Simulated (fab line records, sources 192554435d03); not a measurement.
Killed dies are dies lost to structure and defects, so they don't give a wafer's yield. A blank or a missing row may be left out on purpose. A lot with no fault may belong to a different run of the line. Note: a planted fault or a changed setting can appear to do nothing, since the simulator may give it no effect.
A lot that was struck, set against a sound lot / flow n5_finfet / 18 steps out of a route of 1938
Sound: wafers L430.1, L430.2, L430.4. Struck: wafers L423.3, L423.4, L423.6. The cause is given at the end.
For every step that has rows: the tool of each side, followed by ch and its chambers, followed by its first start. Under that, the readings that differ: sound wafers / struck wafers / difference of the means / sigmas: that difference in standard deviations of wafers without a fault.
alike: readings with means less than 2 such deviations apart, plus words and numbers identical on both sides. not compared: withheld readings, readings lacking a value on some wafer, bounds such as >300 that could conceal the same value, and numbers that have no deviation in the record and whose values overlap.
A row with sigmas, a row that says differs or no value, or rows on one side alone: a step with any of these is where the two part. Numbers that have no deviation but don't overlap get no sigmas and don't part them. A reading that every wafer of one side lacks parts them only if that side has two wafers or more.

first, 11 steps without rows for these wafers: N5_FIN_SAQP_STRIP_74 (strips in CHF3/O2); N5_FIN_SAQP_MANDREL_ETCH_22 (etches a-Si in HBr/Cl2, stops on SiNx, target depth 60 nm, bt time 10 s, time 30 s); N5_FIN_SAQP_STRIP_55 (strips in N2/H2); N5_FIN_SAQP_STRIP_23 (strips in SPM, time 750 s); N5_FIN_SAQP_SRD_66 (time 30 s); N5_FIN_SAQP_RECESS_75 (chemistry HF/NH3, target SiO2, target depth 14.4 nm, afs cycles 3, sublimation time 60 s); N5_FIN_SAQP_SPACER1_ALD_24 (deposits SiO2, target thk 20.3 nm, pulse time 1 s, purge time 2 s); N5_FIN_SAQP_SPACER1_ETCHBACK_25 (etches SiO2 in CHF3/O2, target depth 24.4 nm, time 12.2 s); N5_FIN_SAQP_MANDREL1_REMOVE_56 (chemistry HBr/Cl2/O2, target a-Si, stops on SiNx, bt time 10 s); N5_FIN_SAQP_ETCH_57 (etches SiNx in CH3F/O2, target depth 32.5 nm, time 46.4 s); N5_FIN_SAQP_ETCH_65 (etches SiO2 in CF4, target depth 4 nm, time 4.4 s).
N5_FIN_SAQP_MANDREL_ETCH_58: etches a-Si in HBr/Cl2, stops on SiNx, target depth 45 nm, bt time 10 s, time 27 s.
  sound on rie_si-03 ch 0,1,2, day 5 18:28; struck on rie_si-05 ch 1,2,3, day 4 00:35
  no value came back on the struck wafers for any of 8 readings (HBr_flow_sccm (sccm), bias_w (W) and others); on the sound wafers HBr_flow_sccm (sccm) reads 151.0 149.8 150.1
then, 2 steps without rows for these wafers: N5_FIN_SAQP_RECESS_63 (chemistry HF/NH3, target SiO2, target depth 18 nm, afs cycles 3, sublimation time 60 s); N5_FIN_SAQP_COAT_68 (time 60 s, resist thk 100 nm).
N5_FIN_SAQP_ETCH_69: etches SOC in N2/H2, stops on SiNx, target depth 150 nm.
  sound on rie_diel-04 ch 1,2,3, day 5 19:02; struck on rie_diel-04 ch 0,2,3, day 4 01:08
reading=oes_product_au (a.u.); sound=0.84 0.94 0.73; struck=0.26 0.26 0.28; difference=-0.57; sigmas=-8
  alike: bias_w, chamber_pressure_mTorr, drypump_motor_current_A, rf_vpp_V, showerhead_plenum_p_Torr, throttle_valve_pct
  not compared: rf_hours_counter_h
N5_FIN_SAQP_ETCH_67: etches SiNx in CH3F/O2, target depth 30 nm.
  sound on rie_diel-04 ch 1,2,3, day 5 19:06; struck on rie_diel-04 ch 0,2,3, day 4 01:11
reading=oes_product_au (a.u.); sound=0.85 0.96 0.73; struck=0.26 0.27 0.28; difference=-0.58; sigmas=-7
  alike: CH3F_flow_sccm, O2_flow_sccm, drypump_motor_current_A, rf_vpp_V, showerhead_plenum_p_Torr, throttle_valve_pct
  not compared: rf_hours_counter_h
N5_BEOL_M4_RC_MEAS_101:
  the record has rows for the sound wafers here (prober-01 ch 0, day 11 19:10) and none for the struck ones
-- the record jumps here: 10 days lie between the struck wafers' starts before and after (it left off in module BEOL_M4 and takes up again in module PASSIVATION, whose first step shown is number 1936 of the route) --
N5_PASSIVATION_PROBE_49:
  struck on prober-02, day 14 05:32; sound on prober-02, day 15 18:22
reading=defect_limited_yield (%); sound=91.4 89.7 91.4; struck=0 0 0; difference=-91; sigmas=-57
reading=killed_at_front_end; sound=42 31 38; struck=1103 1133 1119; difference=+1081; sigmas=+83
reading=killed_dies; sound=102 122 101; struck=1180 1180 1180; difference=+1072; sigmas=+60
reading=killed_on_rim; sound=13 17 11; struck=152 152 152; difference=+138; sigmas=+30
reading=sort_bin_5_function (%); sound=5.3 6.6 5.9; struck=96.1 96.4 95.7; difference=+90.1; sigmas=+82
reading=sort_n_pass; sound=1078 1058 1079; struck=0 0 0; difference=-1072; sigmas=-60
reading=sort_yield_pct (%); sound=91.4 89.7 91.4; struck=0 0 0; difference=-91; sigmas=-57
  alike: killed_at_M0_to_M3, killed_at_M4_up, killed_at_contacts, killed_at_other, killed_open, killed_short, sort_bin_6_memory

## WHERE THEY PART
Earliest at N5_FIN_SAQP_MANDREL_ETCH_58; latest, in this record, at N5_PASSIVATION_PROBE_49.

WHY: the cause the simulator had injected
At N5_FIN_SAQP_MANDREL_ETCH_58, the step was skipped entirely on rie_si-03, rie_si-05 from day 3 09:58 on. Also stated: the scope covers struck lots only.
